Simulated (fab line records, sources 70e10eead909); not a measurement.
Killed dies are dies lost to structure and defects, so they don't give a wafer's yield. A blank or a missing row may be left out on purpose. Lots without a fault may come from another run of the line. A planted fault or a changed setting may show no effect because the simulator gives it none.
Chamber matching | flow nand_harc | NHARC_A_M0_DEP_32 on pecvd-01: 3 sister chambers
The step deposits SiCN, target thk 30 nm. 6 wafers are shown with their chamber, then 8 later ones without.

WAFERS WITH THEIR CHAMBER
wafer  | chamber | heater_power_w (W) | showerhead_vpp_V (V)
L088.4 | 0       | 600                | 1428
L085.5 | 2       | 386                | 1375
L085.6 | 0       | 594                | 1384
L090.4 | 2       | 447                | 1340
L090.5 | 1       | 536                | 1330
L093.2 | 1       | 609                | 1338

WAFERS WITHOUT THEIR CHAMBER
wafer  | heater_power_w (W) | showerhead_vpp_V (V)
L093.3 | 589                | 1375
L093.6 | 626                | 1324
L094.1 | 637                | 1376
L094.4 | 586                | 1325
L094.6 | 409                | 1357
L096.1 | 628                | 1380
L096.2 | 421                | 1377
L096.4 | 646                | 1375

WHICH CHAMBER EACH WENT THROUGH
wafer  | from the rows above     | in truth
L093.3 | can't be placed: 0 or 1 | 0
L093.6 | 1                       | 1
L094.1 | can't be placed: 0 or 1 | 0
L094.4 | 1                       | 1
L094.6 | 2                       | 2
L096.1 | can't be placed: 0 or 1 | 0
L096.2 | 2                       | 2
L096.4 | can't be placed: 0 or 1 | 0
Placed correctly: 4 of 8. Can't be placed from these rows: 4 (the true chamber is among the candidates in 4). Placed wrongly: 0.
How it was worked out, from the rows above alone: a wafer's distance from a chamber is the root of the sum, over the readings, of the square of ((its reading less the chamber's mean) divided by the reading's scatter). The wafer belongs to the nearest chamber; if the next one is less than 2 further off, it can't be placed. A chamber's mean is the mean of its shown wafers. The scatter: the root of (the sum of the squares of (reading less its chamber's mean) over the shown wafers, divided by (wafers less chambers)).
